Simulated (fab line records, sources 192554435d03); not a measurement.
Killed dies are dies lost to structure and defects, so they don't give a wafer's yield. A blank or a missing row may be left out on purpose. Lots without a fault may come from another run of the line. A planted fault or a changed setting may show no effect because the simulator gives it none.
fab line records | flow n5_finfet
record lots=10 wafers=26 last_day=19
route steps=1938 shown DUMMY_GATE@257 SD_EPI_N@271 SD_ACTIVATION@332 BEOL_M4@1111 PASSIVATION@1936
lots that met no fault: from a run of the same line without faults
start_h: hours from the record's first day to the start of the lot's first wafer shown | wait_h: hours since the lot's step before | " the same as in the row above | L1.1+2: a row that stands for several wafers | - no value, or no start given | * or withheld: withheld | < > ~ a bound
route shown NAME@n: a module of which the file shows steps, and the number in the route of the first | usual: mean/standard deviation of fault-free wafers | same: alike in all rows | chamber/n: place in a boat | sites: the reading at each site | _std_site: their standard deviation | _edge_site: outer sites' mean less inner sites' | radius_mm: how far each site lies from the wafer's centre | mask NAME#n: copy n | behind: the tool/chamber that last shaped the wafer | hold: why the lot was held/for how many hours/how that ended | device: the transistor (n, p or np) that didn't switch | end of line: the same wafers' tests at the end of the route | a step without rows: its recipe alone | killed: dies lost to structure and defects at the first sort, not the wafer's yield | map: a wafer's dies, x killed, . not, _ none there
set.NAME: the setting as run; set.NAME@STEP: as run at that earlier step | model.NAME: the simulator's own value behind a step, which no gauge read
steps of the route over a sample of lots; a table a step, a row a wafer
services: from which hour (start_h, from the record's first day; less than 0 if before it) a tool's chamber was out of use, for how many hours, and why
## steps
# step N5_DUMMY_GATE_INSPECT_27
# recipe inspect_instrument=brightfield mode=aei
# usual raw_defect_count=301/59
# columns lot.wafer tool chamber start_h wait_h raw_defect_count
L536.1 defect_inspect-02 - 51.97 0.0 247
L536.5 " - " " 293
L536.6 " - " " 257
L541.1 defect_inspect-01 - 78.43 0.0 291
L541.3 " - " " 222
L541.4 " - " " 263
L542.3 defect_inspect-01 - 83.43 0.0 321
L542.4 " - " " 260
L542.5 " - " " 187
L545.3 defect_inspect-02 - 103.28 0.0 400
L545.4 " - " " 414
L545.5 " - " " 335
L546.1 defect_inspect-01 - 109.91 0.0 342
L546.4 " - " " 336
L546.6 " - " " 270
L547.1 defect_inspect-01 - 118.40 0.0 273
L547.4 " - " " 251
L547.6 " - " " 370
L548.1 defect_inspect-01 - 123.97 0.0 248
L548.3 " - " " 259
L551.3 defect_inspect-02 - 138.65 0.3 234
L551.4 " - " " 443
L557.1 defect_inspect-02 - 175.47 0.0 251
L557.4 " - " " 246
L559.4 defect_inspect-01 - 185.61 0.0 324
L559.5 " - " " 318
# step N5_SD_EPI_N_OVL_MEAS_10
# recipe points_per_wafer=44
# usual SD_N_BLK_OVL=0.5/0.84
# columns lot.wafer tool chamber start_h wait_h SD_N_BLK_OVL[nm]
L536.1 overlay-02 0 53.00 0.0 -0.4
L536.5 " 0 " " -0.2
L536.6 " 0 " " -0.4
L541.1 overlay-01 0 79.58 0.0 -0.6
L541.3 " 0 " " -0.5
L541.4 " 0 " " 1.5
L542.3 overlay-01 0 84.46 0.0 0.0
L542.4 " 0 " " -0.3
L542.5 " 0 " " -0.2
L545.3 overlay-01 0 104.32 0.0 1.0
L545.4 " 0 " " 0.5
L545.5 " 0 " " 0.0
L546.1 overlay-01 0 110.82 0.0 0.6
L546.4 " 0 " " 2.1
L546.6 " 0 " " 0.9
L547.1 overlay-01 0 119.43 0.0 0.0
L547.4 " 0 " " -0.3
L547.6 " 0 " " -1.2
L548.1 overlay-01 0 125.05 0.0 0.7
L548.3 " 0 " " 1.1
L551.3 overlay-02 0 139.70 0.0 1.4
L551.4 " 0 " " 0.2
L557.1 overlay-02 0 176.50 0.0 0.3
L557.4 " 0 " " 0.6
L559.4 overlay-01 0 187.15 0.0 1.3
L559.5 " 0 " " 2.0
# step N5_SD_EPI_N_EPI_21
# recipe material=Si:P dopant=P temp_c=680 pressure_torr=255 time_s=690
# usual epi_growth_time_s=690/0 susceptor_temp_C_max=681.1/0.39
# columns lot.wafer tool chamber start_h wait_h epi_growth_time_s susceptor_temp_C_max
L536.1 epi_rpcvd-02 0 54.91 0.2 690 681.1
L536.5 " 0 56.40 1.5 690 681.5
L536.6 " 0 " " 690 681.0
L541.1 epi_rpcvd-02 0 81.51 0.2 690 680.5
L541.3 " 0 " " 690 680.0
L541.4 " 0 " " 690 680.7
L542.3 epi_rpcvd-01 0 86.75 0.7 690 681.1
L542.4 " 0 " " 690 681.0
L542.5 " 0 " " 690 681.4
L545.3 epi_rpcvd-01 0 106.98 0.9 690 681.7
L545.4 " 0 " " 690 681.4
L545.5 " 0 " " 690 681.5
L546.1 epi_rpcvd-01 0 112.73 0.2 501.44 681.1
L546.4 " 0 113.85 1.2 501.44 681.7
L546.6 " 0 " " 690 681.0
L547.1 epi_rpcvd-01 0 121.35 0.2 501.44 680.8
L547.4 " 0 122.47 1.2 501.44 681.2
L547.6 " 0 " " 690 682.0
L548.1 epi_rpcvd-04 0 126.83 0.1 690 681.6
L548.3 " 0 " " 690 680.9
L551.3 epi_rpcvd-04 0 142.30 0.7 690 680.9
L551.4 " 0 " " 690 680.9
L557.1 epi_rpcvd-04 0 178.56 0.1 690 681.0
L557.4 " 0 " " 690 680.8
L559.4 epi_rpcvd-02 0 189.72 0.9 690 681.0
L559.5 " 0 " " 690 681.3
# step N5_SD_EPI_N_EPI_MEAS_23
# recipe mode=xrd
# usual thk_nm=59.3/1.2
# columns lot.wafer tool chamber start_h wait_h thk_nm
L536.1 film_metro-01 - 57.20 1.9 59.5
L536.5 " - " " 61.0
L536.6 " - " " 59.0
L541.1 film_metro-01 - 83.80 1.9 58.5
L541.3 " - " " 60.4
L541.4 " - " " 59.0
L542.3 film_metro-02 - 87.91 0.9 59.0
L542.4 " - " " 59.6
L542.5 " - " " 58.9
L545.3 film_metro-01 - 108.51 1.2 61.9
L545.4 " - " " 60.1
L545.5 " - " " 60.5
L546.1 film_metro-01 - 115.01 1.9 45.7
L546.4 " - " " 46.6
L546.6 " - " " 58.9
L547.1 film_metro-02 - 123.62 1.9 46.8
L547.4 " - " " 46.0
L547.6 " - " " 60.9
L548.1 film_metro-02 - 129.11 1.9 60.4
L548.3 " - " " 61.1
L551.3 film_metro-02 - 143.48 0.9 59.6
L551.4 " - " " 58.1
L557.1 film_metro-02 - 180.28 1.4 58.6
L557.4 " - " " 57.3
L559.4 film_metro-02 - 190.61 0.6 58.1
L559.5 " - " " 58.7
# step N5_SD_EPI_N_INSPECT_26
# recipe inspect_instrument=darkfield mode=post_epi
# usual raw_defect_count=208/40
# columns lot.wafer tool chamber start_h wait_h raw_defect_count
L536.1 defect_inspect-01 - 57.89 0.1 161
L536.5 " - " " 168
L536.6 " - " " 163
L541.1 defect_inspect-01 - 84.39 0.1 211
L541.3 " - " " 271
L541.4 " - " " 284
L542.3 defect_inspect-01 - 88.86 0.1 254
L542.4 " - " " 193
L542.5 " - " " 147
L545.3 defect_inspect-01 - 109.06 0.1 265
L545.4 " - " " 281
L545.5 " - " " 307
L546.1 defect_inspect-02 - 115.56 0.1 187
L546.4 " - " " 204
L546.6 " - " " 182
L547.1 defect_inspect-01 - 124.87 0.1 237
L547.4 " - " " 176
L547.6 " - " " 232
L548.1 defect_inspect-02 - 129.66 0.1 126
L548.3 " - " " 194
L551.3 defect_inspect-02 - 144.10 0.1 146
L551.4 " - " " 252
L557.1 defect_inspect-01 - 180.91 0.1 247
L557.4 " - " " 155
L559.4 defect_inspect-02 - 191.29 0.1 230
L559.5 " - " " 230
# step N5_SD_ACTIVATION_RS_MEAS_03
# recipe thk_meas_gauge=four-point-probe
# usual RS_SD_N=21.9/0.33 RS_SD_P=56.1/0.91
# columns lot.wafer tool chamber start_h wait_h RS_SD_N[ohm/sq] RS_SD_P[ohm/sq]
L536.1 film_metro-01 - 62.94 0.2 22.3 57.1
L536.5 " - " " 21.9 57.3
L536.6 " - " " 22.5 57.2
L541.1 film_metro-01 - 89.93 0.2 21.7 58.2
L541.3 " - " " 22.2 56.8
L541.4 " - " " 22.1 57.6
L542.3 film_metro-02 - 93.53 0.2 22.2 56.2
L542.4 " - " " 22.0 56.6
L542.5 " - " " 22.1 56.3
L545.3 film_metro-01 - 113.81 0.2 21.4 55.8
L545.4 " - " " 21.4 55.3
L545.5 " - " " 21.1 55.2
L546.1 film_metro-02 - 120.40 0.2 28.4 55.9
L546.4 " - " " 28.1 55.9
L546.6 " - " " 21.8 56.3
L547.1 film_metro-02 - 130.49 0.2 27.4 55.9
L547.4 " - " " 27.6 55.8
L547.6 " - " " 21.1 56.3
L548.1 film_metro-01 - 134.32 0.2 21.4 54.6
L548.3 " - " " 21.3 55.5
L551.3 film_metro-02 - 149.56 0.2 22.0 54.9
L551.4 " - " " 22.0 54.4
L557.1 film_metro-01 - 185.55 0.2 21.6 55.0
L557.4 " - " " 22.1 55.5
L559.4 film_metro-02 - 195.99 0.1 22.3 55.3
L559.5 " - " " 22.4 55.8
# step N5_BEOL_M4_RC_MEAS_101
# usual DIBL_N=36.5/2.2 DIBL_P=36.9/2.9 IOFF_N=0.17/0.044 IOFF_P=0.22/0.052 ION_N=671/16 ION_P=461/10 REXT_N=75.4/2.1 RS_SD_N=28.3/0.46 SS_N=71.6/0.73 SS_P=73.5/0.79 VT_N=250/4.1 VT_P=-250/4.1
# columns lot.wafer tool chamber start_h wait_h DIBL_N[mV/V] DIBL_P[mV/V] IOFF_N[nA/um] IOFF_P[nA/um] ION_N[uA/um] ION_P[uA/um] REXT_N[ohm.um] RS_SD_N[ohm/sq] SS_N[mV/dec] SS_P[mV/dec] VT_N[mV] VT_P[mV]
L536.1 prober-01 0 178.63 0.0 34.2 34.7 0.12 0.16 667 455 78.7 28.9 70.9 72.1 253 -255
L536.5 " 0 " " 35.1 37.1 0.13 0.19 674 463 78.4 28.6 71.0 72.9 252 -254
L536.6 " 0 " " 32.4 30.0 0.09 0.10 647 440 76.5 28.8 70.4 71.1 260 -262
L541.1 prober-02 0 207.74 0.0 36.2 37.7 0.19 0.27 680 476 75.6 28.4 71.6 73.3 245 -245
L541.3 " 0 " " 35.3 36.1 0.17 0.24 671 462 74.8 28.8 70.7 73.0 249 -247
L541.4 " 0 " " 36.0 37.1 0.16 0.24 668 467 75.8 29.0 71.7 74.0 251 -249
L542.3 prober-01 0 213.08 0.3 37.5 38.7 0.20 0.24 692 466 75.7 28.8 72.0 74.6 246 -251
L542.4 " 0 " " 34.3 35.8 0.14 0.20 654 450 76.8 28.6 71.6 73.7 253 -252
L542.5 " 0 " " 36.0 36.9 0.16 0.20 671 457 75.8 28.5 72.1 73.9 251 -249
L545.3 prober-01 0 234.27 0.3 38.5 37.3 0.19 0.25 694 466 72.7 27.5 72.3 73.6 247 -248
L545.4 " 0 " " 42.5 43.5 0.31 0.40 705 483 72.6 27.6 72.5 75.3 241 -241
L545.5 " 0 " " 39.5 39.5 0.23 0.30 695 477 72.1 27.1 72.6 73.9 247 -245
L546.1 prober-02 0 252.78 0.0 36.9 37.6 0.17 0.21 659 452 86.1 36.4 71.5 73.4 248 -252
L546.4 " 0 " " 37.3 38.7 0.16 0.23 664 466 87.3 36.6 71.2 74.4 248 -249
L546.6 " 0 " " 37.2 40.4 0.22 0.25 709 475 78.2 28.3 71.3 73.4 243 -247
L548.1 prober-02 0 258.56 0.0 33.5 34.2 0.13 0.19 665 461 75.6 27.8 71.0 72.3 251 -248
L548.3 " 0 " " 37.1 38.5 0.20 0.26 674 464 74.0 27.4 72.0 73.7 246 -246
L547.1 prober-01 0 260.88 0.0 33.9 32.6 0.10 0.14 648 448 85.5 35.3 70.2 73.1 258 -258
L547.4 " 0 " " 39.3 38.4 0.18 0.21 656 446 85.4 35.7 72.4 73.8 253 -252
L547.6 " 0 " " 36.5 35.0 0.14 0.17 657 454 76.8 27.5 71.5 72.4 254 -255
L551.3 prober-01 0 291.50 0.6 38.2 39.8 0.20 0.25 684 468 73.8 28.3 72.4 73.7 249 -249
L551.4 " 0 " " 37.5 38.9 0.18 0.24 670 459 74.1 28.6 72.2 73.6 249 -251
L557.1 prober-02 0 318.22 0.0 38.1 37.4 0.16 0.24 648 447 76.8 27.7 71.6 74.0 252 -250
L557.4 " 0 " " 36.0 34.1 0.12 0.16 654 448 76.0 28.6 71.5 72.8 256 -254
L559.4 prober-01 0 340.80 0.5 40.2 42.9 0.23 0.29 669 456 80.3 29.2 72.3 74.7 248 -247
L559.5 " 0 " " 42.3 44.0 0.28 0.33 702 471 76.8 29.2 73.4 75.0 242 -243
# step N5_PASSIVATION_PROBE_49
# usual defect_limited_yield=91.3/1.4 killed_at_M0_to_M3=36/10 killed_at_M4_up=13/5.4 killed_at_contacts=12/5.3 killed_at_front_end=39/10 killed_at_other=3.2/2.7 killed_dies=103/16 killed_open=68/13 killed_short=33/6.6 sort_bin_4_leakage=0.01/0.031 sort_bin_5_function=5.1/0.92 sort_bin_6_memory=3.3/0.68 sort_bin_8_speed=0.1/0.41 sort_n_pass=1077/17 sort_yield_pct=91.2/1.4
# same gross_dies=1180 killed_at_back_side=0
# columns lot.wafer tool chamber start_h wait_h defect_limited_yield[%] killed_at_M0_to_M3 killed_at_M4_up killed_at_contacts killed_at_front_end killed_at_other killed_dies killed_open killed_short sort_bin_4_leakage[%] sort_bin_5_function[%] sort_bin_6_memory[%] sort_bin_8_speed[%] sort_n_pass sort_yield_pct[%]
L547.1 prober-02 - 380.80 0.0 90.8 50 18 5 33 3 109 61 46 0 5.1 3.8 0.1 1070 90.7
# killed by level:class
L547.1 BEOL_M0_SAQP:geometric_particle:short=18 BEOL_M0_SAQP:geometric_particle:open=12 BEOL_M1:geometric_particle:open=8 STI_FIN_REVEAL:geometric_particle:open=8 BEOL_M4:geometric_particle:open=7 BEOL_M3:geometric_particle:open=6 STARTING-WAFER:geometric_particle:short=5 FIN_SAQP:geometric_particle:open=4
## services
# columns tool chamber start_h hours kind
epi_rpcvd-01 - 48.05 27.2 pm
epi_rpcvd-04 - 63.60 0.6 repair
epi_rpcvd-04 - 80.05 8.1 pm
epi_rpcvd-01 - 115.38 1.9 repair
## key
first_sign step=N5_SD_EPI_N_EPI_21 reading=epi_growth_time_s direction=down sigmas=99+ usual=* struck=*
effect step=N5_SD_EPI_N_EPI_MEAS_23 reading=thk_nm direction=down sigmas=11 usual=* struck=*
effect step=N5_SD_ACTIVATION_RS_MEAS_03 reading=RS_SD_N direction=up sigmas=18 usual=21.9 struck=27.9
effect step=N5_BEOL_M4_RC_MEAS_101 reading=RS_SD_N direction=up sigmas=17 usual=28.3 struck=36.0
effect step=N5_BEOL_M4_RC_MEAS_101 reading=REXT_N direction=up sigmas=5.1 usual=75.4 struck=86.1
met_at N5_SD_EPI_N_EPI_21
struck_lots L546,L547
struck_wafers L546.1,L546.4,L547.1,L547.4
not_acting_at N5_DUMMY_GATE_INSPECT_27,N5_SD_EPI_N_OVL_MEAS_10,N5_SD_EPI_N_INSPECT_26
onset_between 106.98 112.73
fault kind=process_parameter_drift tool=epi_rpcvd-01 chamber=- onset_h=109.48 steps=N5_SD_EPI_N_EPI_21 channel=epi_growth_time_s offset=* shape=step end_h=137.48 scope=struck_wafers_only acts_in=* stated=*
